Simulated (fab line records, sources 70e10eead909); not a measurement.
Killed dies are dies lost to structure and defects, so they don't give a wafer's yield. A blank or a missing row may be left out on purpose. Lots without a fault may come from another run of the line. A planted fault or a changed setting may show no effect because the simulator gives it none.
Chamber matching | flow nand_harc | NHARC_A_CHANNEL_FILL_D2_ETCHBACK_20 on rie_diel-12: 4 sister chambers
The step etches the open film in C4F8/O2/Ar, target depth 27 nm, time 13.5 s. 14 wafers are shown with their chamber, then 7 later ones without.

WAFERS WITH THEIR CHAMBER
wafer  | chamber | rf_vpp_V (V) | oes_product_au (a.u.) | rf_fwd_power_W (W)
L584.1 | 0       | 975          | 0.984                 | 588.0
L584.4 | 3       | 979          | 0.998                 | 587.7
L584.5 | 2       | 983          | 1.009                 | 590.7
L585.1 | 1       | 986          | 0.933                 | 590.5
L585.3 | 2       | 986          | 1.011                 | 589.8
L585.5 | 1       | 986          | 0.927                 | 589.1
L586.1 | 1       | 986          | 0.935                 | 586.9
L586.4 | 1       | 986          | 0.943                 | 586.2
L586.6 | 3       | 980          | 0.985                 | 585.3
L588.1 | 2       | 985          | 0.999                 | 589.9
L588.4 | 0       | 974          | 0.991                 | 587.0
L588.6 | 2       | 984          | 0.999                 | 590.6
L591.1 | 0       | 975          | 0.977                 | 585.4
L591.2 | 1       | 987          | 0.998                 | 589.6

SIGNATURES (means of the wafers above)
reading        | chamber 0 | chamber 1 | chamber 2 | chamber 3 | scatter within a chamber
rf_vpp_V       | 974.67    | 986.20    | 984.50    | 979.50    | 0.835
oes_product_au | 0.98400   | 0.94720   | 1.00450   | 0.99150   | 0.0191
rf_fwd_power_W | 586.800   | 588.460   | 590.250   | 586.500   | 1.43
Rule: a wafer's distance from a chamber is the root of the sum, over the readings, of the square of ((its reading less the chamber's mean) divided by the reading's scatter). The wafer belongs to the nearest chamber; if the next one is less than 2 further off, it can't be placed. The scatter: the root of (the sum of the squares of (reading less its chamber's mean) over the shown wafers, divided by (wafers less chambers)).

WAFERS WITHOUT THEIR CHAMBER
wafer  | rf_vpp_V (V) | oes_product_au (a.u.) | rf_fwd_power_W (W)
L591.6 | 984          | 1.005                 | 586.3
L602.2 | 980          | 0.999                 | 586.0
L602.5 | 975          | 0.987                 | 587.4
L602.6 | 987          | 0.998                 | 585.9
L603.1 | 984          | 1.004                 | 586.3
L603.3 | 976          | 0.985                 | 589.7
L603.6 | 988          | 0.986                 | 588.2

WHICH CHAMBER EACH WENT THROUGH
wafer  | from the rows above     | in truth
L591.6 | can't be placed: 2 or 1 | 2
L602.2 | 3                       | 3
L602.5 | 0                       | 0
L602.6 | can't be placed: 1 or 2 | 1
L603.1 | can't be placed: 2 or 1 | 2
L603.3 | 0                       | 0
L603.6 | can't be placed: 1 or 2 | 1
Placed correctly: 3 of 7. Can't be placed from these rows: 4 (the true chamber is among the candidates in 4). Placed wrongly: 0.
